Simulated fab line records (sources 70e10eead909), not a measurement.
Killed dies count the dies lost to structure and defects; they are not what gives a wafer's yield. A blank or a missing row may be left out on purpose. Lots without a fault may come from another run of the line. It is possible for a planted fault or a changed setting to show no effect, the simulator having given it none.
Which of the tools did it?	flow nand-harc	38 wafers from 13 lots sampled at 5 of the route's 1302 steps

== WHAT EACH GAUGE READ, for each wafer ==
NHARC_P_ZERO_WELL_CD_MEAS_37 targets a cd of 720 nm.
lot	measured	on	cd-nm (nm)
L123	day 2 00:23	cd-sem-01	719.5 720.7 720.4
L124	day 2 12:51	cd-sem-02	717.8 718.0 717.9
L131	day 5 08:25	cd-sem-03	720.0 719.0 718.9
L135	day 7 02:22	cd-sem-02	720.0 719.4
L136	day 7 10:16	cd-sem-02	719.6 719.1 717.7
L137	day 7 20:00	cd-sem-03	718.8 717.6 719.5
L138	day 8 06:05	cd-sem-03	719.2 722.9 721.5
L141	day 9 12:17	cd-sem-03	720.8 721.8 719.1
L142	day 10 00:02	cd-sem-03	718.5 719.2 719.3
L143	day 10 08:14	cd-sem-03	717.6 719.1 719.3
L144	day 10 18:08	cd-sem-03	720.0 719.3 721.2
L145	day 11 04:08	cd-sem-02	719.0 720.4 719.8
L146	day 11 14:14	cd-sem-02	718.7 720.3 719.5

NHARC_P_GATE_INSPECT_28.
lot	measured	on	raw-defect-count
L123	day 5 03:16	defect-inspect-02	6 6 5
L124	day 5 15:17	defect-inspect-02	10 7 10
L131	day 8 13:13	defect-inspect-02	6 15 10
L135	day 10 05:56	defect-inspect-01	4 10
L136	day 10 06:04	defect-inspect-02	4 6 7
L137	day 10 22:58	defect-inspect-01	10 4 5
L138	day 11 05:07	defect-inspect-01	7 10 9
L141	day 12 16:26	defect-inspect-01	6 7 6
L142	day 12 20:01	defect-inspect-01	11 9 5
L143	day 13 03:19	defect-inspect-01	4 6 6
L144	day 14 05:49	defect-inspect-01	4 7 9
L145	day 14 10:33	defect-inspect-01	11 5 4
L146	day 14 17:44	defect-inspect-01	11 6 9

NHARC_END_SORT_01.
lot	measured	on	killed-at-array	killed-at-other	killed-at-periphery	killed-dies	killed-open	killed-short
L124	day 26 15:22	prober-01	33 71 66	1 0 2	2 5 2	36 76 70	1 2 2	1 4 2
L136	day 31 00:14	prober-02	25	3	6	34	4	2

== EACH LOT AND THE TOOL THAT RAN IT (in order: tool; ch and the chambers of the sampled wafers; start) ==
lot	NHARC_P_ZERO_WELL_SOFTBAKE_06	NHARC_P_STI_ETCH_42
L123	litho-track-07 ch 0, day 1 20:00	rie-diel-12 ch 0,2,3, day 2 20:07
L124	litho-track-05 ch 0, day 2 06:00	rie-diel-09 ch 1,2,3, day 3 08:44
L131	litho-track-07 ch 0, day 5 04:00	rie-diel-07 ch 0,2, day 6 08:11
L135	litho-track-07 ch 0, day 6 20:00	rie-diel-09 ch 0, day 8 02:43
L136	litho-track-05 ch 0, day 7 06:00	rie-diel-07 ch 0,1,2, day 8 05:16
L137	litho-track-02 ch 0, day 7 16:00	rie-diel-07 ch 0,1, day 8 18:30
L138	litho-track-05 ch 0, day 8 02:00	rie-diel-07 ch 0,1,3, day 9 02:59
L141	litho-track-07 ch 0, day 9 08:00	rie-diel-09 ch 1,2,3, day 10 10:08
L142	litho-track-07 ch 0, day 9 18:00	rie-diel-12 ch 0,2, day 10 18:21
L143	litho-track-07 ch 0, day 10 04:00	rie-diel-09 ch 0,1,2, day 11 02:38
L144	litho-track-05 ch 0, day 10 14:00	rie-diel-09 ch 0,1,2, day 11 14:55
L145	litho-track-05 ch 0, day 11 00:00	rie-diel-12 ch 0,1,2, day 11 22:20
L146	litho-track-07 ch 0, day 11 10:00	rie-diel-09 ch 0,2, day 12 08:26
- NHARC_P_ZERO_WELL_SOFTBAKE_06: time 70 s.
- NHARC_P_STI_ETCH_42: etches the open film in N2/H2, target depth 80 nm, overetch 24 nm, time 61 s.

== AS READ BY THE TOOLS THEMSELVES (means over the sampled wafers that have a number; for cases with no such wafer, the mark the record gives instead) ==
NHARC_P_ZERO_WELL_SOFTBAKE_06.
lot	tool	heater-power-total-W (W)
L123	litho-track-07	201.8
L124	litho-track-05	201.2
L131	litho-track-07	203.7
L135	litho-track-07	200.7
L136	litho-track-05	200.6
L137	litho-track-02	200.5
L138	litho-track-05	200.4
L141	litho-track-07	199.9
L142	litho-track-07	201.2
L143	litho-track-07	200.3
L144	litho-track-05	199.8
L145	litho-track-05	201.0
L146	litho-track-07	200.2

NHARC_P_STI_ETCH_42.
lot	tool	chamber-pressure-mTorr (mTorr)	drypump-motor-current-A (A)	oes-product-au (a.u.)	rf-vpp-V (V)	showerhead-plenum-p-Torr (Torr)	throttle-valve-pct (%)
L123	rie-diel-12	30.001	5.6	1.004	431.7	2.09	14.176
L124	rie-diel-09	29.993	6.0	0.998	427.1	1.96	14.168
L131	rie-diel-07	30.013	6.0	0.991	431.9	2.08	14.180
L135	rie-diel-09	30.002	6.8	1.000	428.9	1.96	14.177
L136	rie-diel-07	29.991	5.8	0.995	429.9	2.03	14.170
L137	rie-diel-07	29.997	5.7	0.992	429.6	2.01	14.171
L138	rie-diel-07	30.018	5.7	0.987	429.4	2.00	14.172
L141	rie-diel-09	30.016	6.0	1.008	428.4	1.96	14.171
L142	rie-diel-12	29.989	5.6	1.003	430.5	2.03	14.166
L143	rie-diel-09	29.999	6.3	0.998	427.6	1.94	14.170
L144	rie-diel-09	30.007	6.3	0.994	427.3	1.94	14.160
L145	rie-diel-12	29.997	5.6	0.992	429.2	2.00	14.170
L146	rie-diel-09	29.993	6.7	1.000	428.1	1.96	14.176

== THE ANSWER, worked out from the rows above alone ==
Rule: the usual values come from the lots themselves. The widest of any qualifying gaps counts: lots, ordered by their means at a reading, are off when they make up no more than a third of the lots, leave a main group of 4 or more, and stand apart from it by 3 or more times the standard deviation of that group's means. The tables above print the reading to a certain number of digits; a main group whose means all agree to those digits is not used. A lot without any number at a reading at which 4 lots or more have one is off too. Where the step has rows for the other lots, those lots are counted as sound. First the gauges in route order, then the tools' own readings, where a lot's mean is used as printed above. The first step at which some lot is off is used, and at that step the reading that is off furthest; a lot without a number counts as furthest.
Off, at NHARC_P_ZERO_WELL_SOFTBAKE_06 on heater-power-total-W: L131. For the main group the mean is 200.6 W and the standard deviation 0.56.
A tool fits if, at that step or a process step before it, it ran every lot that is off, and no sound lot after the first of them. Of those tried, none fits.

== WHAT THE SIMULATOR PUT IN ==
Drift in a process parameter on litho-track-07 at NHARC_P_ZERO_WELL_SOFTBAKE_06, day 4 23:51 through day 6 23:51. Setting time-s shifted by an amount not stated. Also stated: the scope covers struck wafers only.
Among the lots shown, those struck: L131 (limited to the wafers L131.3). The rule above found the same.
